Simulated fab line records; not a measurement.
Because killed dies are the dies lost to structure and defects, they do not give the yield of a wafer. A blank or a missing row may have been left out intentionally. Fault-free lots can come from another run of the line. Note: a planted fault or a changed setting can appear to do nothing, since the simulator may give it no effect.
Chamber matching    flow n5 finfet    N5_FIN_SAQP_HM_DEP_72 on pecvd-03 has 3 sister chambers
The step deposits SiO2 from SiH4/N2O, target thk 12 nm, time 7.2 s. 14 wafers are shown with their chamber, then 7 later ones without.

== EACH WAFER AND ITS CHAMBER ==
wafer   chamber  showerhead plenum p Torr (Torr)  heater power outer w (W)  heater power w (W)
L075.2  2        8.10                             500                       769
L075.4  2        8.09                             503                       770
L075.5  1        7.87                             442                       811
L078.4  0        8.15                             515                       835
L078.5  1        7.89                             411                       793
L078.6  2        8.11                             464                       755
L081.1  1        7.89                             389                       764
L081.2  0        8.14                             506                       830
L081.4  2        8.08                             439                       714
L085.1  2        8.09                             480                       753
L085.2  1        7.89                             419                       802
L085.6  0        8.15                             512                       847
L086.3  0        8.14                             487                       805
L086.5  1        7.91                             343                       686

SIGNATURES (means of the wafers above)
reading                   chamber 0  chamber 1  chamber 2  scatter within a chamber
showerhead plenum p Torr  8.1450     7.8900     8.0940     0.0114
heater power outer w      505.00     400.80     477.20     28.5
heater power w            829.25     771.20     752.20     34.8
Rule: for a wafer and a chamber, the distance is found by dividing, reading by reading, the gap between the wafer's reading and the chamber's mean by the reading's scatter, squaring, summing and taking the root. If the next closest chamber is less than 2 further off than the closest, the wafer can't be placed; otherwise it belongs to the closest. How the scatter is found: for the shown wafers, subtract from each reading the mean of its chamber, square and add these, divide the total by (wafers less chambers), then take the root.

== WAFERS MISSING THEIR CHAMBER ==
wafer   showerhead plenum p Torr (Torr)  heater power outer w (W)  heater power w (W)
L086.6  8.07                             467                       748
L088.2  7.86                             431                       808
L088.5  7.89                             438                       819
L088.6  8.10                             524                       806
L089.1  7.87                             426                       808
L089.2  8.14                             507                       857
L089.3  8.07                             497                       789

== WHICH CHAMBER EACH ONE RAN IN ==
wafer   from the rows above      in truth
L086.6  2                        2
L088.2  1                        1
L088.5  1                        1
L088.6  can't be placed: 2 or 0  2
L089.1  1                        1
L089.2  0                        0
L089.3  2                        2
Correctly placed: 6 of 7. Unplaceable from these rows: 1, with the true chamber sitting among the candidates in 1. 0 placed wrongly.
